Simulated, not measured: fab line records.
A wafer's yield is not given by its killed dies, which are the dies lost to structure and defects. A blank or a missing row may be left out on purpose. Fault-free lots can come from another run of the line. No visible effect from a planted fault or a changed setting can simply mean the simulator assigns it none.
Chamber matching | flow nand harc | NHARC_A_SLIT_DEP_25 on pecvd-02: 3 sister chambers
The step deposits SiO2, target thk 200 nm. 14 wafers are shown with their chamber, then 7 later ones without.

EACH WAFER AND ITS CHAMBER
wafer  | chamber | heater power w (W) | throttle valve pct (%)
L074.2 | 0       | 621                | 15.5
L074.5 | 0       | 625                | 15.6
L074.6 | 1       | 594                | 15.8
L081.1 | 2       | 787                | 15.8
L081.4 | 1       | 490                | 15.6
L081.5 | 2       | 780                | 15.8
L086.2 | 2       | 749                | 16.0
L086.5 | 1       | 540                | 15.9
L086.6 | 2       | 750                | 15.9
L090.2 | 1       | 546                | 15.6
L090.4 | 1       | 539                | 16.0
L090.5 | 0       | 579                | 15.8
L091.2 | 2       | 794                | 16.3
L091.3 | 0       | 539                | 15.8

SIGNATURES (averages over the wafers above)
reading            | chamber 0 | chamber 1 | chamber 2 | scatter within a chamber
heater power w     | 591.00    | 541.80    | 772.00    | 33.2
throttle valve pct | 15.675    | 15.780    | 15.960    | 0.183
Rule: distance of a wafer from a chamber = root of the sum over the readings of ((wafer's reading minus chamber's mean) / reading's scatter) squared. If the next closest chamber is less than 2 further off than the closest, the wafer can't be placed; otherwise it belongs to the closest. The scatter: the root of (the sum of the squares of (reading less its chamber's mean) over the shown wafers, divided by (wafers less chambers)).

WAFERS WITH NO CHAMBER GIVEN
wafer  | heater power w (W) | throttle valve pct (%)
L091.5 | 544                | 15.6
L095.2 | 463                | 15.9
L095.3 | 709                | 16.0
L095.6 | 484                | 16.2
L096.2 | 534                | 16.1
L096.3 | 749                | 15.9
L096.4 | 536                | 16.2

THE CHAMBER EACH PASSED THROUGH
wafer  | from the rows above     | in truth
L091.5 | can't be placed: 1 or 0 | 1
L095.2 | can't be placed: 1 or 0 | 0
L095.3 | 2                       | 2
L095.6 | can't be placed: 1 or 0 | 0
L096.2 | can't be placed: 1 or 0 | 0
L096.3 | 2                       | 2
L096.4 | can't be placed: 1 or 0 | 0
2 of 7 placed correctly. From these rows, 5 cannot be placed; in 5 the true chamber is one of the candidates. Wrongly placed: 0.
